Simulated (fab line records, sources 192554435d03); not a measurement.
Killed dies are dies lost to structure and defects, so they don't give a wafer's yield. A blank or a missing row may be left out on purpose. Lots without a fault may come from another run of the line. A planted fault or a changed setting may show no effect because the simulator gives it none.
A struck lot beside a sound one | flow n5_finfet | 15 steps out of a route of 1938
Sound: wafers L304.3, L304.5, L304.6. Struck: wafers L314.4, L314.5. (L314.3 of the same lot was not struck and is left out.) The cause comes at the end.
At each step with rows: each side's tool, then ch and its chambers, then its first start. Under that, the readings that differ: sound wafers | struck wafers | difference of the means | sigmas: that difference in standard deviations of wafers without a fault.
alike: readings whose means differ by less than 2 such deviations, and words and numbers that are the same on both sides. not compared: withheld readings, readings that some wafer has no value for, bounds like >300 that may hide the same value, and numbers for which the record gives no deviation and whose values overlap.
The two part at a step that has a row with sigmas, a row that says differs or no value, or rows on one side only. Numbers that don't overlap but have no deviation are shown without sigmas and don't part them. A reading that every wafer of one side lacks parts them only if that side has two wafers or more.

first, 7 steps without rows for these wafers: N5_BEOL_M11_COAT_64 (time 60 s, resist thk 30 nm); N5_BEOL_M11_COAT_22 (resist thk 90 nm); N5_BEOL_M11_EBR_24; N5_BEOL_M11_SOFTBAKE_23 (time 60 s); N5_BEOL_M11_EXPOSE_25 (exposes mask V10); N5_BEOL_M11_PEB_26 (peb time 60 s); N5_BEOL_M11_DEVELOP_27 (develop time 30 s).
N5_BEOL_M11_CD_MEAS_28: target cd 70 nm.
  sound on cd_sem-03 ch 0, day 10 16:35; struck on cd_sem-03 ch 0, day 13 15:53
  alike: cd_nm
N5_BEOL_M11_OVL_MEAS_29:
  sound on overlay-02 ch 0, day 10 16:37; struck on overlay-01 ch 0, day 13 15:55
  alike: V10_OVL
N5_BEOL_M11_INSPECT_30: inspects for defects (brightfield).
  sound on defect_inspect-02, day 10 16:38; struck on defect_inspect-02, day 13 15:56
  alike: raw_defect_count
N5_BEOL_M11_DESCUM_33: chemistry O2, time 7.9 s.
  sound on rie_diel-06 ch 0,2,3, day 10 16:41; struck on rie_diel-06 ch 0,1, day 13 15:58
  alike: drypump_motor_current_A, oes_product_au, rf_vpp_V, showerhead_plenum_p_Torr, throttle_valve_pct
  not compared: rf_hours_counter_h
N5_BEOL_M11_ETCH_65: etches SiARC in CF4, target depth 39 nm, time 65 s.
  sound on rie_diel-06 ch 0,2,3, day 10 16:43; struck on rie_diel-06 ch 0,1, day 13 16:01
  alike: drypump_motor_current_A, etch_rf_on_time_s, oes_product_au, rf_vpp_V, showerhead_plenum_p_Torr, throttle_valve_pct
  not compared: rf_hours_counter_h
N5_BEOL_M11_ETCH_66: etches SOC in N2/H2, target depth 120 nm, overetch 24 nm, time 180 s.
  sound on rie_diel-06 ch 0,2,3, day 10 16:46; struck on rie_diel-06 ch 0,1, day 13 16:04
  reading                                     | sound             | struck      | difference | sigmas
  run_length_s (s)                            | 203.5 203.7 203.7 | 165.0 165.0 | -38.6      | -99 or more
  model.SiARC_of_BEOL_M11_COAT_64.thk_nm (nm) | 23 22.6 23        | 24.2 24.6   | +1.5       |
  alike: drypump_motor_current_A, oes_product_au, rf_vpp_V, showerhead_plenum_p_Torr, throttle_valve_pct
  not compared: rf_hours_counter_h
then, 2 steps without rows for these wafers: N5_BEOL_M11_STRIP_69 (strips in N2/H2); N5_PASSIVATION_PROBE_49.

WHERE THEY PART
Only at N5_BEOL_M11_ETCH_66, within this record.

WHY: what the simulator had put in
Process parameter drift: rie_diel-06, from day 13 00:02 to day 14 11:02, at N5_BEOL_M11_ETCH_66. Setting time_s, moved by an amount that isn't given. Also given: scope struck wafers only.
